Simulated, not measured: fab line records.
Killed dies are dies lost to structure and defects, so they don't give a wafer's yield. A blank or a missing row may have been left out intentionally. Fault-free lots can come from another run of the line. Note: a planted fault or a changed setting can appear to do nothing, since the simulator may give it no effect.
Struck lot and sound lot, side by side / flow n5-finfet / 41 out of 1938 route steps
Sound: the wafers L202.1, L202.4, L202.5. Wafers L193.1, L193.2, L193.3 were the ones struck. The cause is given at the end.
Order at every step that has rows: each side's tool, ch and its chambers, its first start. Under that, the readings that differ: sound wafers / struck wafers / difference of the means / sigmas: that difference in standard deviations of wafers without a fault.
alike: a reading whose means differ by less than 2 such deviations, as well as words and numbers matching on both sides. not compared: withheld readings; readings where some wafer has no value; bounds like >300 that might hide an equal value; numbers whose values overlap and for which the record gives no deviation.
The two part at a step that has a row with sigmas, a row that says differs or no value, or rows on one side only. Non-overlapping numbers with no deviation appear without sigmas and do not part them. A reading that every wafer of one side lacks parts them only if that side has two wafers or more.

first, 9 steps without rows for these wafers: N5_BEOL_M4_ANNEAL_95 (time 240 s); N5_BEOL_M4_SPUTTER_96 (material Cu, target thk 4.5 nm, time 8.29 s); N5_BEOL_M4_ECD_50 (material Cu, target thk 300 nm); N5_BEOL_M4_ANNEAL_51 (time 90 s); N5_BEOL_M4_CMP_52 (polishes, stops on SiOC, t overpolish 6.8 s, target thk 40 nm); N5_BEOL_M4_PRE_CLEAN_60 (time 15 s); N5_BEOL_M4_CO_CAP_55 (material Co, precursor CCTBA/H2, target thk 2 nm, time 102.1 s); N5_BEOL_M4_PRE_CLEAN_56 (time 15 s); N5_BEOL_M4_DEP_57 (deposits SiCN from 3MS/NH3, target thk 8 nm, time 14 s).
N5_BEOL_M4_RC_MEAS_101:
  sound on prober-02 ch 0, day 14 07:40; struck on prober-01 ch 0, day 12 07:55
reading=VT_P (mV); sound=-246 -248 -244; struck=-252 -252 -253; difference=-6; sigmas=-2
  alike: DIBL_N, DIBL_P, IOFF_N, IOFF_P, ION_N, ION_P, SS_N, SS_P, VT_N
then, 24 steps without rows for these wafers: N5_BEOL_M5_ILD_DEP_00 (deposits SiCOH lowk from DEMS/porogen, target thk 140.64 nm, time 25.9 s); N5_BEOL_M5_CURE_79 (cures SiCOH lowk, time 240 s); N5_BEOL_M5_PECVD_70 (deposits SiO2 from TEOS/O2, target thk 16 nm, time 18 s); N5_BEOL_M5_HM_DEP_02 (deposits TiN, target thk 20 nm); N5_BEOL_M5_COAT_59 (time 60 s, resist thk 60 nm); N5_BEOL_M5_COAT_60 (time 60 s, resist thk 12 nm); N5_BEOL_M5_COAT_71 (time 60 s, resist thk 5 nm); N5_BEOL_M5_COAT_05 (resist thk 30 nm); N5_BEOL_M5_EBR_07; N5_BEOL_M5_SOFTBAKE_06 (time 60 s); N5_BEOL_M5_EXPOSE_08 (exposes mask M5, target cd 28 nm); N5_BEOL_M5_PEB_09 (peb time 60 s); N5_BEOL_M5_DEVELOP_10 (develop time 30 s); N5_BEOL_M5_DESCUM_16 (chemistry O2, time 7 s); N5_BEOL_M5_ETCH_72 (etches underlayer in N2/H2, target depth 6.5 nm, time 5.2 s); N5_BEOL_M5_ETCH_61 (etches SiARC in CF4, target depth 15.6 nm, time 26 s); N5_BEOL_M5_ETCH_62 (etches SOC in N2/H2, target depth 75 nm, overetch 15 nm, time 112.5 s); N5_BEOL_M5_STRIP_63 (strips in N2/H2); N5_BEOL_M5_STRIP_73 (strips in N2/H2); N5_BEOL_M5_STRIP_64 (strips in CF4); N5_BEOL_M5_HM_OPEN_17 (chemistry Cl2/BCl3, target TiN, target depth 20 nm, overetch 6 nm); N5_BEOL_M5_STRIP_19 (strips in O2); N5_BEOL_M5_COAT_65 (time 60 s, resist thk 60 nm); N5_BEOL_M5_COAT_66 (time 60 s, resist thk 12 nm).
-- record jumps: 3 days separate the struck wafers' starts on either side; left off in module BEOL_M5, taken up again in module BEOL_M11, whose first shown step is the route's number 1556 --
N5_BEOL_M11_STRIP_67: strips in CF4.
  sound on rie-diel-06 ch 0,2,3, day 17 12:06; struck on rie-diel-06 ch 0,1,3, day 15 00:20
  no value came back on the struck wafers for any of 7 readings (bias-power-w (W), cf4-flow-sccm (sccm) and others); on the sound wafers bias-power-w (W) reads 74.68 74.92 74.86
reading=model.SiARC_of_BEOL_M11_COAT_60.thk-nm (nm); sound=0 0 0; struck=23.8 23.6 23.4; difference=+23.6; sigmas=
  not compared: rf-hours-counter-h
N5_BEOL_M11_STRIP_19: strips in O2.
  sound on rie-diel-01 ch 0,2, day 17 12:22; struck on rie-diel-01 ch 1,2,3, day 15 00:29
reading=model.SOC_of_BEOL_M11_COAT_59.thk-nm (nm); sound=0 0 0; struck=91.6 92 91.8; difference=+91.8; sigmas=
  alike: chamber-pressure-mTorr, drypump-motor-current-A, oes-product-au, rf-vpp-V, showerhead-plenum-p-Torr, throttle-valve-pct
  not compared: rf-hours-counter-h
N5_BEOL_M11_ETCH_66: etches SOC in N2/H2, target depth 120 nm, overetch 24 nm, time 180 s.
  sound on rie-diel-01 ch 0,2, day 17 13:37; struck on rie-diel-03 ch 0,2,3, day 15 01:28
reading=oes-product-au (a.u.); sound=0.54 0.59 0.54; struck=0.85 0.77 0.75; difference=+0.23; sigmas=+5
reading=model.etch.depth-nm (nm); sound=99.77 100 100; struck=141.9 145.6 146.8; difference=+44.8; sigmas=
  alike: drypump-motor-current-A, rf-vpp-V, showerhead-plenum-p-Torr, throttle-valve-pct
  not compared: rf-hours-counter-h
N5_BEOL_M11_VIA_ETCH_34: etches SiCOH lowk in C4F6/O2, target depth 184.5 nm, time 69.2 s.
  sound on rie-diel-01 ch 0,2, day 17 13:44; struck on rie-diel-03 ch 0,2,3, day 15 01:35
reading=oes-product-au (a.u.); sound=0.66 0.72 0.66; struck=0.32 0.28 0.27; difference=-0.39; sigmas=-6
  alike: drypump-motor-current-A, rf-vpp-V, showerhead-plenum-p-Torr, throttle-valve-pct
  not compared: rf-hours-counter-h
N5_BEOL_M11_ETCH_41: etches SiCN in CH3F/O2, target depth 42.6 nm, time 86 s.
  sound on rie-diel-01 ch 0,2; struck on rie-diel-03 ch 0,2,3
reading=model.SiARC_of_BEOL_M11_COAT_60.thk-nm (nm); sound=0 0 0; struck=11.2 11.2 11; difference=+11.1; sigmas=
  alike: drypump-motor-current-A, oes-product-au, rf-vpp-V, showerhead-plenum-p-Torr, throttle-valve-pct
  not compared: rf-hours-counter-h
N5_BEOL_M11_OCD_MEAS_38:
  sound on ocd-02 at day 17 14:01; struck on ocd-01 at day 15 01:53
reading=trench-depth-nm (nm); sound=146 146 145; struck=- - -; difference=no value on the struck wafers; sigmas=
-- record jumps: 2 days separate the struck wafers' starts on either side; left off in module BEOL_M11, taken up again in module PASSIVATION, whose first shown step is the route's number 1936 --
N5_PASSIVATION_PROBE_49:
  sound on prober-01 at day 19 14:09; struck on prober-01 at day 17 05:01
reading=defect-limited-yield (%); sound=88.9 92.1 89.6; struck=0 0 0; difference=-90; sigmas=-64
reading=killed_at_M4_up; sound=16 14 21; struck=1086 1093 1083; difference=+1070; sigmas=+99 or more
reading=killed-dies; sound=131 93 123; struck=1180 1180 1180; difference=+1064; sigmas=+63
reading=killed-on-rim; sound=10 13 15; struck=152 152 152; difference=+139; sigmas=+33
reading=sort_bin_5_function (%); sound=6.9 4.9 6.3; struck=95.8 96.3 96.3; difference=+90.1; sigmas=+96
reading=sort-n-pass; sound=1049 1087 1057; struck=0 0 0; difference=-1064; sigmas=-63
reading=sort-yield-pct (%); sound=88.9 92.1 89.6; struck=0 0 0; difference=-90; sigmas=-64
  alike: killed_at_M0_to_M3, killed-at-contacts, killed-at-front-end, killed-at-other, killed-open, killed-short, sort_bin_6_memory, sort_bin_8_speed

WHERE THEY PART
First at N5_BEOL_M4_RC_MEAS_101; last, within this record, at N5_PASSIVATION_PROBE_49.

WHY: the cause the simulator had injected
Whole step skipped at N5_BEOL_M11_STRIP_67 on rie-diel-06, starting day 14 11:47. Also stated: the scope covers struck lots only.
